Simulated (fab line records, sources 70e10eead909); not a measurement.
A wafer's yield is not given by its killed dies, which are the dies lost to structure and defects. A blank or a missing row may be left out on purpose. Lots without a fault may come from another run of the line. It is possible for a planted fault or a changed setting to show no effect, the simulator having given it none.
Check of tool commonality | flow nandHarc | 9 wafers sampled across 3 lots

THE REASON FOR OPENING IT
Flagged at NHARC_END_SORT_01: reading killedAtArray, on 3 of 3 lots. Wafers without a fault read 62, standard deviation 22.
Rule: a lot is flagged when every wafer of it that has a number lies more than 4 standard deviations from that mean, or none has a number. All remaining lots are regarded as sound.

lot  | measured     | on        | killedAtArray, wafer by wafer | flag
L776 | day 30 10:26 | prober-01 | 676 673 674                   | FLAGGED
L775 | day 30 11:14 | prober-02 | 672 673 669                   | FLAGGED
L777 | day 30 18:14 | prober-01 | 676 674 675                   | FLAGGED
The numbers of the flagged lots are 674 on average: +612 against the usual, or +28 standard deviations.

LOT BY LOT: THE TOOL USED
Before the reading, the record contains 4 process steps out of a 1302-step route. Read each cell as the tool, then ch plus the chambers that the sampled wafers visited, then the start.
lot  | flag    | NHARC_A_CHANNEL_HOLE_D1_ETCH_38   | NHARC_A_CHANNEL_HOLE_D1_ETCH_24 | NHARC_A_CHANNEL_HOLE_D1_ETCH_33 | NHARC_A_DECK1_JOINT_CVD_12
L776 | FLAGGED | rieDiel-07 ch 0,1,3, day 14 09:43 | harEtch-01 ch 0,1, day 14 12:56 | harEtch-01 ch 0,1, day 14 14:48 | lpcvdPoly-04, day 17 04:45
L775 | FLAGGED | rieDiel-04 ch 1,3, day 14 10:25   | harEtch-02 ch 0, day 14 16:18   | harEtch-02 ch 0, day 14 18:04   | lpcvdPoly-04, day 17 04:45
L777 | FLAGGED | rieDiel-01 ch 0,1, day 14 08:39   | harEtch-02 ch 0,1, day 14 12:01 | harEtch-02 ch 0,1, day 14 13:52 | lpcvdPoly-04, day 17 04:45
These steps, and what they do:
- NHARC_A_CHANNEL_HOLE_D1_ETCH_38: etches the open film in CF4, target depth 39 nm, time 65 s.
- NHARC_A_CHANNEL_HOLE_D1_ETCH_24: etches the open film in C4F8/O2/Ar, time 906.2 s, target depth 1500 nm.
- NHARC_A_CHANNEL_HOLE_D1_ETCH_33: etches the open film in C4F8/O2/Ar, time 90 s, target depth 400 nm.
- NHARC_A_DECK1_JOINT_CVD_12: deposits poly-Si, target thk 90 nm, time 1800 s.
- NHARC_END_SORT_01

FLAGGED OVER TOTAL, TOOL BY TOOL (the gauges that took the reading come last)
step                            | tool         | lots run | flagged | share of the flagged lots | sound lots run after its first flagged lot
NHARC_A_CHANNEL_HOLE_D1_ETCH_38 | rieDiel-01   | 1        | 1       | some                      | 0
NHARC_A_CHANNEL_HOLE_D1_ETCH_38 | rieDiel-04   | 1        | 1       | some                      | 0
NHARC_A_CHANNEL_HOLE_D1_ETCH_38 | rieDiel-07   | 1        | 1       | some                      | 0
NHARC_A_CHANNEL_HOLE_D1_ETCH_24 | harEtch-01   | 1        | 1       | some                      | 0
NHARC_A_CHANNEL_HOLE_D1_ETCH_24 | harEtch-02   | 2        | 2       | some                      | 0
NHARC_A_CHANNEL_HOLE_D1_ETCH_33 | harEtch-01   | 1        | 1       | some                      | 0
NHARC_A_CHANNEL_HOLE_D1_ETCH_33 | harEtch-02   | 2        | 2       | some                      | 0
NHARC_A_DECK1_JOINT_CVD_12      | lpcvdPoly-04 | 3        | 3       | all                       | 0
NHARC_END_SORT_01               | prober-01    | 2        | 2       | some                      | 0
NHARC_END_SORT_01               | prober-02    | 1        | 1       | some                      | 0

THE TABLE: WHAT IT ALLOWS
In the table, 1 row covers all flagged lots: lpcvdPoly-04 at NHARC_A_DECK1_JOINT_CVD_12.
- lpcvdPoly-04 at NHARC_A_DECK1_JOINT_CVD_12: 3 of its 3 lots flagged. No sound lot ran on it before its first flagged lot in this sample; the start therefore can't be narrowed down.
What remains is a single tool, lpcvdPoly-04 at NHARC_A_DECK1_JOINT_CVD_12.

WHAT WAS PUT IN BY THE SIMULATOR
Skipped step whole: lpcvdPoly-04, from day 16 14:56 on, at NHARC_A_DECK1_JOINT_CVD_12. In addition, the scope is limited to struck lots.
Struck lots among those shown: L776, L775, L777. The rule above reached the same finding.
